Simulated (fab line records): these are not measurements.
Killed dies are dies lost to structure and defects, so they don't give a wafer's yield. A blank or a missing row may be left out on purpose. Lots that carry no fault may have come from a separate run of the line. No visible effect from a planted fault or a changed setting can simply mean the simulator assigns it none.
fab line records	flow nandHarc	part 1 of 2: steps 1 to 4 of 6
record: lots: 23	wafers: 69	lastDay: 25
route steps=1159 shown A_STAIRCASE@583
lots that met no fault: taken from a fault-free run of the same line
startH: the number of hours between the record's first day and the start of the first shown wafer of the lot	waitH: hours since the lot's step before	" as in the row above	L1.1+2: several wafers, shown together as one row	- no value, or no start given	* or withheld: withheld	< > ~ a bound
route shown NAME@n: names a module that has steps shown in the file, with the first one's number in the route	usual: mean and standard deviation over wafers with no fault	same: alike in all rows	chamber/n: place in a boat	sites: each site's reading	_std_site: the standard deviation of these	_edge_site: outer sites' mean less inner sites'	radiusMm: how far each site lies from the wafer's centre	mask NAME#n: copy n	behind: the tool/chamber that last shaped the wafer	hold: cause of the lot's hold/its duration in hours/its outcome	device: the n, p or np transistor that did not switch	end of line: tests of these same wafers at the route's end	step lacking rows: just its recipe	killed: count of dies lost to structure and defects at first sort (not the wafer's yield)	map: shows each die of a wafer: x if killed, . if not, _ if none is there
set.NAME: the setting the step ran with; set.NAME@STEP: the setting that earlier step ran with	model.NAME: the simulator's own value behind a step, which no gauge read
the route's steps for a sample of lots (tables are steps, rows are wafers)
services: from which hour (startH, from the record's first day; less than 0 if before it) a tool's chamber was out of use, for how many hours, and why
== steps ==
step: NHARC_A_STAIRCASE_TRIM_189
recipe: timeS: 211.2	o2FlowSccm: 500	arFlowSccm: 0	biasW: 0	chemistry: O2
usual: drypumpMotorCurrentA: 5.8/0.45	oesProductAu: 0.995/0.011	rfVppV: 57.9/0.85	showerheadPlenumPTorr: 3.51/0.12	throttleValvePct: 17.037/0.0095
lot.wafer	tool	chamber	startH	waitH	drypumpMotorCurrentA	oesProductAu	rfHoursCounterH	rfVppV	showerheadPlenumPTorr	throttleValvePct
L074.1	rieDiel-02	3	-	-	6.0	1.005	32	56.5	3.34	17.034
L074.6	"	1	"	"	6.2	0.974	-	57.8	3.71	17.026
L074.5	"	2	"	"	5.7	0.982	-	58.3	3.47	17.029
L075.2	rieDiel-01	2	-	-	5.2	0.997	39	57.2	3.63	17.040
L075.3	"	0	"	"	5.9	0.977	40	58.2	3.65	17.023
L075.1	"	1	"	"	5.0	1.021	39	57.7	3.46	17.021
L079.3	rieDiel-02	2	-	-	5.7	0.995	33	56.9	3.46	17.029
L079.2	"	0	"	"	6.0	0.991	37	57.7	3.34	17.036
L079.6	"	3	"	"	6.0	1.000	-	58.1	3.34	17.041
L077.2	rieDiel-01	3	-	-	6.6	0.996	49	59.3	3.68	17.032
L077.1	"	1	"	"	5.0	1.010	47	57.6	3.46	17.034
L077.6	"	3	"	"	6.6	0.998	-	58.1	3.68	17.031
L076.1	rieDiel-01	2	-	-	5.2	1.005	52	57.6	3.62	17.032
L076.3	"	3	"	"	6.6	1.003	51	58.1	3.68	17.039
L076.5	"	0	"	"	5.9	0.995	-	58.4	3.64	17.048
L078.3	rieDiel-02	0	-	-	6.0	1.002	42	58.3	3.34	17.028
L078.4	"	1	"	"	6.2	0.985	39	58.7	3.71	17.032
L078.6	"	2	"	"	5.7	0.989	-	57.8	3.46	17.055
L081.4	rieDiel-02	1	-	-	6.1	0.982	42	58.3	3.70	17.031
L081.3	"	2	"	"	5.7	0.982	43	57.3	3.46	17.033
L081.6	"	3	"	"	6.0	0.999	-	56.0	3.33	17.043
L080.2	rieDiel-01	0	-	-	5.8	0.990	57	57.6	3.64	17.041
L080.4	"	1	"	"	5.0	1.016	57	55.9	3.45	17.047
L080.3	"	3	"	"	6.6	1.011	58	58.4	3.68	17.031
L082.1	rieDiel-02	1	-	-	6.1	0.979	45	58.2	3.70	17.031
L082.2	"	2	"	"	5.7	0.990	46	57.5	3.46	17.036
L082.5	"	2	"	"	5.7	0.993	-	58.0	3.46	17.044
L083.2	rieDiel-02	1	-	-	6.1	0.977	46	59.9	3.70	17.034
L083.1	"	3	"	"	6.0	0.995	53	59.0	3.33	17.047
L083.5	"	0	"	"	6.0	0.987	-	57.9	3.33	17.041
L084.1	rieDiel-02	0	-	-	5.9	0.986	52	58.4	3.33	17.024
L084.5	"	1	"	"	6.1	0.981	-	59.0	3.70	17.057
L084.6	"	2	"	"	5.7	0.994	-	57.7	3.45	17.034
L088.1	rieDiel-06	2	-	-	5.9	0.990	28	58.6	3.49	17.040
L088.2	"	3	"	"	6.4	0.997	16	56.0	3.47	17.055
L088.4	"	1	"	"	5.1	0.974	26	57.9	3.49	17.045
L085.2	rieDiel-06	0	-	-	5.7	0.985	28	57.5	3.51	17.028
L085.5	"	2	"	"	5.9	0.994	-	58.1	3.49	17.058
L085.6	"	3	"	"	6.4	1.002	-	58.0	3.47	17.050
L087.1	rieDiel-06	1	-	-	5.1	0.992	28	57.7	3.49	17.033
L087.3	"	2	"	"	5.9	1.001	30	57.0	3.49	17.030
L087.2	"	3	"	"	6.4	1.004	18	57.7	3.47	17.032
L091.4	rieDiel-02	2	-	-	5.7	0.989	2	57.9	3.45	17.027
L091.6	"	0	"	"	5.9	0.998	-	57.6	3.33	17.021
L091.5	"	1	"	"	6.1	0.992	-	58.8	3.69	17.046
L090.3	rieDiel-06	3	-	-	6.4	1.000	24	57.1	3.46	17.044
L090.1	"	1	"	"	5.1	0.981	34	56.9	3.48	17.027
L090.5	"	0	"	"	5.6	0.981	-	56.2	3.51	17.032
L089.3	rieDiel-02	3	-	-	6.0	0.999	4	57.8	3.32	17.040
L089.5	"	3	"	"	6.0	1.015	-	58.5	3.32	17.041
L089.6	"	1	"	"	6.1	0.996	-	58.1	3.69	17.058
L092.4	rieDiel-01	3	-	-	6.6	1.012	9	57.3	3.66	17.032
L092.3	"	0	"	"	5.9	0.997	9	56.9	3.63	17.056
L092.1	"	1	"	"	5.0	1.010	8	58.3	3.44	17.044
L093.1	rieDiel-06	3	-	-	6.4	1.001	29	58.8	3.46	17.035
L093.4	"	0	"	"	5.7	0.990	40	58.5	3.50	17.044
L093.3	"	2	"	"	5.9	1.005	41	58.3	3.48	17.032
L094.3	rieDiel-06	2	-	-	5.9	0.992	41	58.0	3.48	17.040
L094.1	"	3	"	"	6.4	1.005	30	58.9	3.46	17.045
L094.6	"	1	"	"	5.1	0.986	-	57.4	3.48	17.042
L096.1	rieDiel-01	3	-	-	6.6	0.990	19	59.3	3.66	17.031
L096.2	"	0	"	"	5.9	1.001	20	58.0	3.62	17.031
L096.3	"	1	"	"	5.0	1.018	19	58.2	3.44	17.045
L095.3	rieDiel-06	2	-	-	5.9	1.005	47	56.8	3.48	17.053
L095.6	"	2	"	"	5.9	1.004	-	57.5	3.48	17.020
L095.5	"	3	"	"	6.4	0.999	-	58.2	3.46	17.028
L097.1	rieDiel-06	2	-	-	5.9	0.993	52	57.2	3.47	17.056
L097.4	"	0	"	"	5.6	0.984	53	57.9	3.50	17.035
L097.3	"	1	"	"	5.1	0.985	49	56.9	3.47	17.020
step: NHARC_A_STAIRCASE_ETCH_190
recipe: targetDepthA: 1000	timeS: 40.5	ionEnergyEv: 400	c4f8FlowSccm: 20	o2FlowSccm: 10	arFlowSccm: withheld	rfW: 600	biasW: 1000	chemistry: C4F8/O2
usual: oesProductAu: 0.934/0.011	rfVppV: 895/4.4
lot.wafer	tool	chamber	startH	waitH	oesProductAu	rfHoursCounterH	rfVppV
L074.1	rieDiel-02	3	-	-	0.942	32	889
L074.6	"	0	"	"	0.940	-	889
L074.5	"	1	"	"	0.919	-	902
L075.2	rieDiel-01	3	-	-	0.929	40	902
L075.3	"	0	"	"	0.928	40	900
L075.1	"	2	"	"	0.945	39	900
L079.2	rieDiel-02	0	-	-	0.950	37	889
L079.3	"	2	"	"	0.953	33	894
L079.6	"	0	"	"	0.950	-	887
L077.1	rieDiel-01	2	-	-	0.936	48	900
L077.2	"	0	"	"	0.920	48	900
L077.6	"	1	"	"	0.945	-	894
L076.1	rieDiel-01	1	-	-	0.954	51	893
L076.3	"	2	"	"	0.944	52	899
L076.5	"	3	"	"	0.937	-	901
L078.3	rieDiel-02	1	-	-	0.934	39	903
L078.4	"	3	"	"	0.931	44	889
L078.6	"	1	"	"	0.932	-	902
L081.3	rieDiel-02	1	-	-	0.932	42	902
L081.4	"	0	"	"	0.935	45	889
L081.6	"	1	"	"	0.942	-	903
L080.4	rieDiel-01	1	-	-	0.947	57	894
L080.2	"	2	"	"	0.944	58	898
L080.3	"	3	"	"	0.933	58	902
L082.2	rieDiel-02	1	-	-	0.911	45	903
L082.1	"	3	"	"	0.941	51	891
L082.5	"	0	"	"	0.928	-	889
L083.1	rieDiel-02	0	-	-	0.926	50	889
L083.2	"	2	"	"	0.939	48	893
L083.5	"	1	"	"	0.922	-	903
L084.1	rieDiel-02	0	-	-	0.933	52	887
L084.6	"	1	"	"	0.912	-	902
L084.5	"	2	"	"	0.943	-	893
L088.2	rieDiel-06	0	-	-	0.941	28	895
L088.4	"	1	"	"	0.930	26	894
L088.1	"	2	"	"	0.935	28	894
L085.2	rieDiel-06	3	-	-	0.934	17	894
L085.6	"	0	"	"	0.922	-	895
L085.5	"	1	"	"	0.921	-	895
L087.1	rieDiel-06	0	-	-	0.939	29	894
L087.2	"	2	"	"	0.936	30	895
L087.3	"	3	"	"	0.944	18	894
L091.4	rieDiel-02	1	-	-	0.932	3	902
L091.6	"	2	"	"	0.929	-	893
L091.5	"	3	"	"	0.936	-	889
L090.3	rieDiel-06	3	-	-	0.925	24	893
L090.1	"	0	"	"	0.923	36	894
L090.5	"	2	"	"	0.934	-	895
L089.3	rieDiel-02	2	-	-	0.930	4	894
L089.5	"	1	"	"	0.937	-	901
L089.6	"	3	"	"	0.941	-	889
L092.1	rieDiel-01	0	-	-	0.932	9	901
L092.4	"	1	"	"	0.948	9	893
L092.3	"	2	"	"	0.959	9	899
L093.4	rieDiel-06	1	-	-	0.931	38	894
L093.3	"	3	"	"	0.939	29	893
L093.1	"	0	"	"	0.915	40	897
L094.3	rieDiel-06	3	-	-	0.924	30	894
L094.1	"	0	"	"	0.913	41	895
L094.6	"	3	"	"	0.923	-	894
L096.3	rieDiel-01	1	-	-	0.957	19	893
L096.1	"	2	"	"	0.958	18	897
L096.2	"	3	"	"	0.941	19	902
L095.3	rieDiel-06	2	-	-	0.937	48	894
L095.5	"	1	"	"	0.921	-	894
L095.6	"	2	"	"	0.942	-	893
L097.4	rieDiel-06	1	-	-	0.930	49	894
L097.3	"	2	"	"	0.939	52	893
L097.1	"	0	"	"	0.933	53	895
step: NHARC_A_STAIRCASE_TRIM_200
recipe: timeS: 211.2	o2FlowSccm: 500	arFlowSccm: 0	biasW: 0	chemistry: O2
usual: drypumpMotorCurrentA: 5.8/0.48	oesProductAu: 0.996/0.012	rfVppV: 57.7/0.75	showerheadPlenumPTorr: 3.51/0.11	throttleValvePct: 17.037/0.0089
lot.wafer	tool	chamber	startH	waitH	drypumpMotorCurrentA	oesProductAu	rfHoursCounterH	rfVppV	showerheadPlenumPTorr	throttleValvePct
L074.1	rieDiel-02	2	-	-	5.7	0.983	28	56.5	3.47	17.045
L074.5	"	0	"	"	6.0	0.991	-	56.9	3.34	17.035
L074.6	"	1	"	"	6.1	0.978	-	57.8	3.71	17.048
L075.3	rieDiel-01	1	-	-	5.0	1.016	39	58.4	3.46	17.046
L075.1	"	3	"	"	6.6	1.001	41	56.5	3.69	17.043
L075.2	"	0	"	"	5.9	0.986	41	57.9	3.65	17.029
L079.2	rieDiel-02	3	-	-	6.0	1.001	40	56.8	3.34	17.032
L079.3	"	2	"	"	5.7	0.996	34	57.0	3.46	17.042
L079.6	"	0	"	"	6.0	1.003	-	57.5	3.34	17.033
L077.1	rieDiel-01	2	-	-	5.2	1.002	50	58.2	3.62	17.036
L077.2	"	0	"	"	5.9	0.979	49	57.5	3.64	17.037
L077.6	"	3	"	"	6.6	1.001	-	58.4	3.68	17.035
L076.1	rieDiel-01	2	-	-	5.2	1.008	52	57.6	3.62	17.041
L076.3	"	0	"	"	5.9	0.992	51	59.1	3.64	17.038
L076.5	"	2	"	"	5.2	1.018	-	56.4	3.62	17.033
L078.4	rieDiel-02	0	-	-	6.0	1.005	43	58.2	3.34	17.017
L078.3	"	1	"	"	6.2	0.978	39	58.4	3.71	17.033
L078.6	"	1	"	"	6.1	0.976	-	58.2	3.71	17.036
L081.3	rieDiel-02	0	-	-	6.0	0.993	45	58.5	3.33	17.041
L081.4	"	2	"	"	5.7	0.975	43	59.0	3.46	17.021
L081.6	"	3	"	"	6.0	1.000	-	57.6	3.33	17.036
L080.3	rieDiel-06	0	-	-	5.7	0.997	16	58.1	3.52	17.034
L080.2	"	1	"	"	5.1	0.995	15	58.2	3.49	17.025
L080.4	"	1	"	"	5.1	0.995	-	58.7	3.49	17.039
L082.2	rieDiel-02	3	-	-	6.0	0.998	52	56.6	3.33	17.022
L082.1	"	1	"	"	6.2	0.988	45	57.7	3.70	17.039
L082.5	"	3	"	"	6.0	1.001	-	58.6	3.33	17.049
L083.1	rieDiel-01	2	-	-	5.1	1.011	63	58.7	3.61	17.040
L083.2	"	3	"	"	6.6	1.002	62	57.1	3.67	17.049
L083.5	"	1	"	"	5.0	1.011	-	57.0	3.45	17.039
L084.1	rieDiel-02	3	-	-	6.0	1.000	56	58.1	3.33	17.028
L084.6	"	1	"	"	6.2	0.974	-	58.1	3.70	17.041
L084.5	"	2	"	"	5.7	0.987	-	56.8	3.45	17.037
L088.1	rieDiel-06	1	-	-	5.1	0.996	28	58.8	3.49	17.037
L088.4	"	2	"	"	5.9	0.998	30	58.8	3.49	17.047
L088.2	"	3	"	"	6.4	1.000	18	57.4	3.47	17.050
L085.2	rieDiel-01	1	-	-	5.0	1.024	3	57.0	3.45	17.022
L085.6	"	3	"	"	6.6	1.000	-	58.2	3.67	17.030
L085.5	"	0	"	"	5.9	0.995	-	58.4	3.63	17.039
L087.3	rieDiel-06	0	-	-	5.6	0.982	31	56.2	3.51	17.041
L087.2	"	1	"	"	5.1	0.984	29	58.2	3.48	17.053
L087.1	"	2	"	"	5.9	0.988	31	58.5	3.48	17.031
L091.4	rieDiel-06	3	-	-	6.4	1.004	25	57.5	3.46	17.041
L091.5	"	1	"	"	5.1	0.984	-	57.3	3.48	17.035
L091.6	"	2	"	"	5.9	0.998	-	58.1	3.48	17.036
L090.3	rieDiel-01	1	-	-	5.0	1.016	8	57.2	3.44	17.029
L090.1	"	0	"	"	5.9	1.001	9	57.6	3.63	17.036
L090.5	"	2	"	"	5.2	1.013	-	56.6	3.61	17.042
L092.1	rieDiel-06	0	-	-	5.7	0.978	39	57.2	3.51	17.045
L092.4	"	1	"	"	5.2	0.987	37	56.8	3.48	17.032
L092.3	"	2	"	"	5.9	0.998	39	57.7	3.48	17.048
L089.3	rieDiel-02	3	-	-	6.0	1.009	6	58.5	3.32	17.028
L089.5	"	1	"	"	6.1	0.989	-	57.9	3.69	17.048
L089.6	"	2	"	"	5.7	0.984	-	57.0	3.45	17.025
L093.4	rieDiel-06	3	-	-	6.4	1.002	30	57.9	3.46	17.021
L093.1	"	0	"	"	5.6	0.985	41	57.5	3.50	17.029
L093.3	"	1	"	"	5.1	0.991	39	58.3	3.48	17.022
L094.3	rieDiel-06	3	-	-	6.4	1.001	31	56.3	3.46	17.033
L094.1	"	1	"	"	5.1	0.981	40	58.6	3.48	17.035
L094.6	"	2	"	"	5.9	0.996	-	58.8	3.48	17.016
L096.2	rieDiel-06	3	-	-	6.4	1.008	38	57.6	3.46	17.041
L096.1	"	0	"	"	5.6	0.989	49	57.8	3.50	17.039
L096.3	"	1	"	"	5.1	0.988	46	57.1	3.48	17.023
L095.3	rieDiel-01	3	370.18	-	6.6	1.005	20	58.9	3.66	17.039
L095.5	"	1	"	"	5.0	1.023	-	59.0	3.44	17.046
L095.6	"	2	"	"	5.2	1.019	-	57.7	3.60	17.041
L097.4	rieDiel-06	2	-	-	5.9	1.002	52	58.2	3.47	17.049
L097.3	"	3	"	"	6.4	0.997	42	56.2	3.45	17.029
L097.1	"	0	"	"	5.7	0.983	53	58.4	3.50	17.032
step: NHARC_A_STAIRCASE_ETCH_221
recipe: targetDepthA: 1000	timeS: 40.5	ionEnergyEv: 400	c4f8FlowSccm: 20	o2FlowSccm: 10	arFlowSccm: withheld	rfW: 600	biasW: 1000	chemistry: C4F8/O2
usual: oesProductAu: 0.937/0.017	rfVppV: 896/4.9
lot.wafer	tool	chamber	startH	waitH	oesProductAu	rfHoursCounterH	rfVppV
L074.1	rieDiel-02	1	-	-	0.922	30	903
L074.5	"	3	"	"	0.928	-	889
L074.6	"	0	"	"	0.929	-	888
L075.3	rieDiel-01	0	-	-	0.953	41	899
L075.2	"	2	"	"	0.948	40	898
L075.1	"	3	"	"	0.963	41	901
L079.2	rieDiel-06	2	-	-	0.917	6	895
L079.3	"	0	"	"	0.912	5	895
L079.6	"	1	"	"	0.923	-	894
L077.1	rieDiel-06	0	-	-	0.915	5	896
L077.2	"	2	"	"	0.918	6	895
L077.6	"	0	"	"	0.918	-	894
L076.3	rieDiel-01	3	-	-	0.952	52	902
L076.1	"	1	"	"	0.961	52	894
L076.5	"	0	"	"	0.923	-	899
L078.3	rieDiel-01	1	-	-	0.971	52	893
L078.4	"	2	"	"	0.955	53	898
L078.6	"	1	"	"	0.978	-	893
L081.4	rieDiel-02	1	-	-	0.916	43	904
L081.3	"	0	"	"	0.925	46	889
L081.6	"	2	"	"	0.919	-	894
L080.3	rieDiel-02	1	-	-	0.930	44	903
L080.2	"	2	"	"	0.946	45	895
L080.4	"	3	"	"	0.959	50	888
L082.1	rieDiel-02	3	-	-	0.948	52	889
L082.2	"	0	"	"	0.936	49	888
L082.5	"	1	"	"	0.932	-	902
L083.2	rieDiel-06	0	-	-	0.915	21	896
L083.1	"	2	"	"	0.919	21	894
L083.5	"	0	"	"	0.920	-	895
L084.1	rieDiel-01	2	-	-	0.936	67	899
L084.6	"	3	"	"	0.923	-	902
L084.5	"	0	"	"	0.905	-	900
L088.2	rieDiel-01	3	-	-	0.941	4	901
L088.1	"	0	"	"	0.934	3	900
L088.4	"	2	"	"	0.944	4	901
L085.2	rieDiel-01	1	-	-	0.972	4	893
L085.6	"	3	"	"	0.929	-	901
L085.5	"	0	"	"	0.937	-	899
L087.3	rieDiel-01	3	-	-	0.942	5	902
L087.1	"	0	"	"	0.951	5	898
L087.2	"	2	"	"	0.944	5	899
L091.4	rieDiel-01	1	-	-	0.945	9	892
L091.5	"	3	"	"	0.919	-	902
L091.6	"	0	"	"	0.929	-	898
L090.1	rieDiel-02	2	-	-	0.910	6	894
L090.3	"	3	"	"	0.926	6	888
L090.5	"	2	"	"	0.912	-	893
L092.3	rieDiel-02	3	-	-	0.933	7	888
L092.1	"	1	"	"	0.930	8	900
L092.4	"	3	"	"	0.944	-	889
L089.3	rieDiel-01	3	-	-	0.953	13	899
L089.5	"	0	"	"	0.958	-	898
L089.6	"	1	"	"	0.953	-	893
L093.1	rieDiel-02	0	-	-	0.950	5	888
L093.3	"	1	"	"	0.963	10	901
L093.4	"	2	"	"	0.942	9	892
L094.3	rieDiel-01	2	-	-	0.981	14	898
L094.1	"	0	"	"	0.961	16	900
L094.6	"	3	"	"	0.948	-	902
L096.2	rieDiel-01	3	-	-	0.930	21	899
L096.1	"	0	"	"	0.932	22	899
L096.3	"	1	"	"	0.960	21	894
L095.3	rieDiel-06	0	-	-	0.904	51	894
L095.5	"	1	"	"	0.897	-	895
L095.6	"	2	"	"	0.914	-	894
L097.1	rieDiel-02	0	-	-	0.946	13	887
L097.3	"	3	"	"	0.944	-	889
L097.4	"	0	"	"	0.941	-	888
